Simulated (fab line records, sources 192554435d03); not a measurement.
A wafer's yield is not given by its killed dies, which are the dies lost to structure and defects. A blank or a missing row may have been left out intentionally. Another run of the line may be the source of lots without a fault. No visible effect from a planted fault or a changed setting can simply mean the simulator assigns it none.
Which tool did it? | flow n5Finfet | 9 lots with 25 wafers sampled at 7 steps, on a route of 1938 steps

## WHAT THE GAUGES SHOWED, per wafer
N5_BEOL_M4_RC_MEAS_101. Usual: DIBL_N 36.0 mV/V, standard deviation 1.9; DIBL_P 35.6 mV/V, standard deviation 2.2; IOFF_N 0.15 nA/um, standard deviation 0.031; IOFF_P 0.19 nA/um, standard deviation 0.032; ION_N 668 uA/um, standard deviation 11; ION_P 455 uA/um, standard deviation 7.2; SS_N 71.5 mV/dec, standard deviation 0.65; SS_P 73.4 mV/dec, standard deviation 0.64; VT_N 251 mV, standard deviation 3.6; VT_P -253 mV, standard deviation 3.3.
lot  | measured     | on        | DIBL_N (mV/V)  | DIBL_P (mV/V)  | IOFF_N (nA/um) | IOFF_P (nA/um) | ION_N (uA/um) | ION_P (uA/um) | SS_N (mV/dec)  | SS_P (mV/dec)  | VT_N (mV)   | VT_P (mV)      | flag
L589 | day 9 23:53  | prober-01 | 34.7 40.0 37.7 | 34.5 38.0 36.0 | 0.14 0.23 0.18 | 0.19 0.25 0.22 | 665 681 669   | 458 457 465   | 70.7 72.7 71.5 | 72.5 74.4 74.2 | 252 249 249 | -251 -250 -251 | 
L592 | day 11 06:08 | prober-01 | 35.6 35.2 37.1 | 33.8 34.4 36.4 | 0.12 0.12 0.16 | 0.16 0.16 0.20 | 663 653 662   | 451 453 452   | 71.1 70.9 71.8 | 72.4 73.9 73.0 | 253 254 251 | -256 -254 -253 | 
L593 | day 11 08:01 | prober-02 | 34.0 34.2 32.9 | 33.2 32.6 32.8 | 0.12 0.12 0.11 | 0.19 0.17 0.17 | 650 660 665   | 452 453 458   | 71.2 71.1 71.4 | 72.7 72.7 72.7 | 255 257 254 | -251 -255 -254 | 
L594 | day 12 13:13 | prober-02 | 33.7 35.4 32.5 | 33.8 35.8 33.3 | 0.13 0.15 0.12 | 0.17 0.20 0.17 | 657 668 651   | 458 461 450   | 71.4 71.9 71.5 | 72.4 73.1 72.8 | 254 248 256 | -252 -252 -252 | 
L596 | day 13 04:21 | prober-02 | 33.7 33.0 34.4 | 31.6 31.3 33.1 | 0.12 0.12 0.13 | 0.15 0.15 0.17 | 657 653 658   | 449 451 456   | 70.3 70.8 70.9 | 73.2 72.9 73.0 | 254 254 253 | -255 -258 -253 | 
L598 | day 13 16:12 | prober-02 | 36.9 36.6 38.0 | 37.9 38.0 38.5 | 0.18 0.16 0.20 | 0.21 0.20 0.22 | 683 668 685   | 459 453 461   | 71.5 71.7 71.9 | 73.2 73.3 74.0 | 246 252 247 | -253 -250 -250 | 
L604 | day 14 20:04 | prober-01 | 36.7 38.7      | 35.3 39.4      | 0.15 0.21      | 0.18 0.25      | 665 686       | 451 462       | 72.2 72.4      | 72.7 73.9      | 250 243     | -253 -251      | 
L607 | day 14 21:43 | prober-02 | 33.1 34.7      | 33.5 35.8      | 0.11 0.13      | 0.13 0.16      | 662 666       | 444 443       | 70.6 71.6      | 72.9 73.6      | 259 255     | -262 -262      | 
L608 | day 16 01:31 | prober-01 | 34.9 34.3 37.0 | 33.6 33.6 36.7 | 0.13 0.12 0.16 | 0.17 0.18 0.24 | 671 653 684   | 460 451 469   | 71.2 70.9 71.4 | 73.1 73.2 74.6 | 250 254 248 | -252 -253 -246 | 

N5_BEOL_M5_THK_MEAS_53: measures by xrf. Usual: for M5_THK the level is 60.8 nm and the standard deviation is 2.
lot  | measured     | on           | M5_THK (nm)    | flag
L589 | day 10 14:41 | filmMetro-02 | 62.3 63.9 63.4 | 
L592 | day 11 19:20 | filmMetro-02 | 61.4 58.9 60.6 | 
L593 | day 11 21:59 | filmMetro-01 | 62.2 59.6 61.0 | 
L594 | day 13 01:19 | filmMetro-01 | 55.2 62.3 54.2 | 
L596 | day 13 18:17 | filmMetro-01 | 62.7 62.6 61.9 | 
L598 | day 14 04:08 | filmMetro-01 | 60.0 60.4 62.0 | 
L604 | day 15 09:35 | filmMetro-01 | 161.9 62.1     | OFF
L607 | day 15 10:29 | filmMetro-01 | 61.1 167.6     | OFF
L608 | day 16 15:18 | filmMetro-02 | 61.6 61.1 62.3 | 

N5_BEOL_M5_INSPECT_58: inspects for defects (darkfield). Usual: rawDefectCount reads 69 (standard deviation 23).
lot  | measured     | on               | rawDefectCount | flag
L589 | day 10 15:01 | defectInspect-01 | 86 77 96       | 
L592 | day 11 19:37 | defectInspect-02 | 80 75 101      | 
L593 | day 11 22:16 | defectInspect-02 | 91 57 80       | 
L594 | day 13 01:36 | defectInspect-01 | 79 99 38       | 
L596 | day 13 18:34 | defectInspect-01 | 48 27 42       | 
L598 | day 14 04:25 | defectInspect-01 | 53 80 59       | 
L604 | day 15 09:57 | defectInspect-02 | 2023 70        | OFF
L607 | day 15 10:48 | defectInspect-01 | 142 1878       | OFF
L608 | day 16 15:38 | defectInspect-01 | 67 89 51       | 

## WHICH TOOL RAN EACH LOT (tool, then ch and the chambers of the sampled wafers, then the start)
lot  | N5_BEOL_M5_CURE_80           | N5_BEOL_M5_PRE_CLEAN_45     | N5_BEOL_M5_ANNEAL_51            | N5_BEOL_M5_CMP_52
L589 | uvCure-02 ch 1, day 10 07:33 | pvdSputter-02, day 10 07:59 | rtpAnneal-01 ch 0, day 10 14:06 | cmp-04 ch 1,2,3, day 10 14:26
L592 | uvCure-03 ch 0, day 11 12:55 | pvdSputter-02, day 11 13:14 | rtpAnneal-01 ch 0, day 11 18:47 | cmp-02 ch 1,2,3, day 11 19:02
L593 | uvCure-03 ch 1, day 11 14:47 | pvdSputter-01, day 11 16:18 | rtpAnneal-01 ch 0, day 11 21:28 | cmp-04 ch 0,1, day 11 21:43
L594 | uvCure-01 ch 0, day 12 18:36 | pvdSputter-02, day 12 18:59 | rtpAnneal-01 ch 0, day 13 00:44 | cmp-02 ch 2,3, day 13 01:01
L596 | uvCure-02 ch 2, day 13 12:04 | pvdSputter-01, day 13 12:22 | rtpAnneal-02 ch 0, day 13 17:47 | cmp-02 ch 0,1,2, day 13 18:02
L598 | uvCure-02 ch 1, day 13 21:41 | pvdSputter-02, day 13 22:25 | rtpAnneal-02 ch 0, day 14 03:32 | cmp-03 ch 0,2, day 14 03:50
L604 | uvCure-02 ch 0, day 15 02:58 | pvdSputter-03, day 15 03:36 | rtpAnneal-02 ch 0, day 15 09:02 | cmp-04 ch 1,3, day 15 09:22
L607 | uvCure-03 ch 1, day 15 03:48 | pvdSputter-03, day 15 04:12 | rtpAnneal-01 ch 0, day 15 09:53 | cmp-04 ch 0,2, day 15 10:14
L608 | uvCure-03 ch 2, day 16 08:38 | pvdSputter-03, day 16 09:08 | rtpAnneal-02 ch 0, day 16 14:43 | cmp-03 ch 0,1,2, day 16 15:01
- N5_BEOL_M5_CURE_80: cures SiCOH lowk, time 120 s.
- N5_BEOL_M5_PRE_CLEAN_45: time 30 s.
- N5_BEOL_M5_ANNEAL_51: time 90 s.
- N5_BEOL_M5_CMP_52: polishes, stops on SiCOH lowk, t overpolish 6.9 s, target thk 62 nm.

## WHAT THE TOOLS THEMSELVES READ (means of the sampled wafers that have a number; where no wafer has one, the mark that the record gives instead)
N5_BEOL_M5_CURE_80. Usual: lampPowerPct 52.32 %, standard deviation 0.056; wafer_temp_C_max 371.9, standard deviation 0.56.
lot  | tool      | lampPowerPct (%) | wafer_temp_C_max | flag
L589 | uvCure-02 | 52.31            | 372.1            | 
L592 | uvCure-03 | 52.36            | 371.5            | 
L593 | uvCure-03 | 52.38            | 372.4            | 
L594 | uvCure-01 | 52.33            | 371.5            | 
L596 | uvCure-02 | 52.37            | 371.9            | 
L598 | uvCure-02 | 52.34            | 372.3            | 
L604 | uvCure-02 | 52.33            | 372.0            | 
L607 | uvCure-03 | 52.37            | 372.1            | 
L608 | uvCure-03 | 52.33            | 371.8            | 

N5_BEOL_M5_PRE_CLEAN_45. Usual: heaterPowerW reads 338 W (standard deviation 35).
lot  | tool          | heaterPowerW (W) | flag
L589 | pvdSputter-02 | 318              | 
L592 | pvdSputter-02 | 344              | 
L593 | pvdSputter-01 | 322              | 
L594 | pvdSputter-02 | 366              | 
L596 | pvdSputter-01 | 319              | 
L598 | pvdSputter-02 | 356              | 
L604 | pvdSputter-03 | 368              | 
L607 | pvdSputter-03 | 322              | 
L608 | pvdSputter-03 | 346              | 

N5_BEOL_M5_ANNEAL_51. Usual: wafer_temp_C_max reads 226.3 (standard deviation 0.36).
lot  | tool         | wafer_temp_C_max | flag
L589 | rtpAnneal-01 | 225.8            | 
L592 | rtpAnneal-01 | 225.8            | 
L593 | rtpAnneal-01 | 226.0            | 
L594 | rtpAnneal-01 | 226.0            | 
L596 | rtpAnneal-02 | 226.5            | 
L598 | rtpAnneal-02 | 226.8            | 
L604 | rtpAnneal-02 | 226.4            | 
L607 | rtpAnneal-01 | 226.4            | 
L608 | rtpAnneal-02 | 226.6            | 

N5_BEOL_M5_CMP_52. Usual: barrierFieldEndpointS 24.7 s, standard deviation 0.64; clearingPlatenRpm 50.001 rpm, standard deviation 0.025; motorCurrentA 5.9 A, standard deviation 0.51; overpolishRunS 6.898 s, standard deviation 0.0083; timeToEndpointS 62 s, standard deviation 3.3.
lot  | tool   | barrierFieldEndpointS (s) | clearingPlatenRpm (rpm) | motorCurrentA (A) | overpolishRunS (s) | timeToEndpointS (s) | flag
L589 | cmp-04 | 25.1                      | 50.004                  | 5.5               | 6.895              | 61                  | 
L592 | cmp-02 | 24.5                      | 50.028                  | 6.0               | 6.898              | 61                  | 
L593 | cmp-04 | 25.5                      | 49.996                  | 5.3               | 6.900              | 67                  | 
L594 | cmp-02 | 23.9                      | 50.019                  | 6.3               | 6.903              | 57                  | 
L596 | cmp-02 | 25.2                      | 50.003                  | 6.0               | 6.906              | 65                  | 
L598 | cmp-03 | 24.5                      | 49.995                  | 6.6               | 6.905              | 63                  | 
L604 | cmp-04 | 33.7                      | 50.007                  | 5.5               | 3.469              | 76                  | OFF
L607 | cmp-04 | 32.8                      | 49.996                  | 5.4               | 3.470              | 72                  | OFF
L608 | cmp-03 | 24.3                      | 50.017                  | 6.1               | 6.894              | 62                  | 

## THE ANSWER, worked out from the rows above alone
Rule: a lot counts as off when the mean over its wafers that have a number is more than 3 standard deviations away from the usual mean. Also off: a lot with no number at a reading for which 4 or more lots have one. Any other lot the step has rows for is counted as sound. After the gauges, taken in route order, come the tools' own readings; for these a lot's mean is taken, as printed above. At the first step where some lot is off, the reading lying furthest off is the one used; lots without a number count as furthest.
Off: L604, L607, seen at N5_BEOL_M5_THK_MEAS_53 (M5_THK).
A tool fits if, at a process step before that reading, it ran every lot that is off, and no sound lot after the first of them. Not tried: the gauges at N5_BEOL_M5_THK_MEAS_53; whatever is off there is also off at N5_BEOL_M5_INSPECT_58, on other tools, and gauge error can't account for it. One candidate fits, namely cmp-04 at N5_BEOL_M5_CMP_52. A fault onset in the window from L593 (day 11 21:43, its last sound lot) to L604 (day 15 09:22, its first lot off) fits.
The tool's own readings at N5_BEOL_M5_CMP_52 bear it out: on the lots that are off they differ by more than 5 times the standard deviation of the sound lots' means. barrierFieldEndpointS reads 33.2 s there against 24.7 s on the sound lots; overpolishRunS reads 3.470 s there against 6.900 s on the sound lots.

## WHAT WAS PUT IN BY THE SIMULATOR
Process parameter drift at N5_BEOL_M5_CMP_52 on cmp-04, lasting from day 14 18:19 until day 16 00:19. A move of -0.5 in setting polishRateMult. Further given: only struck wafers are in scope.
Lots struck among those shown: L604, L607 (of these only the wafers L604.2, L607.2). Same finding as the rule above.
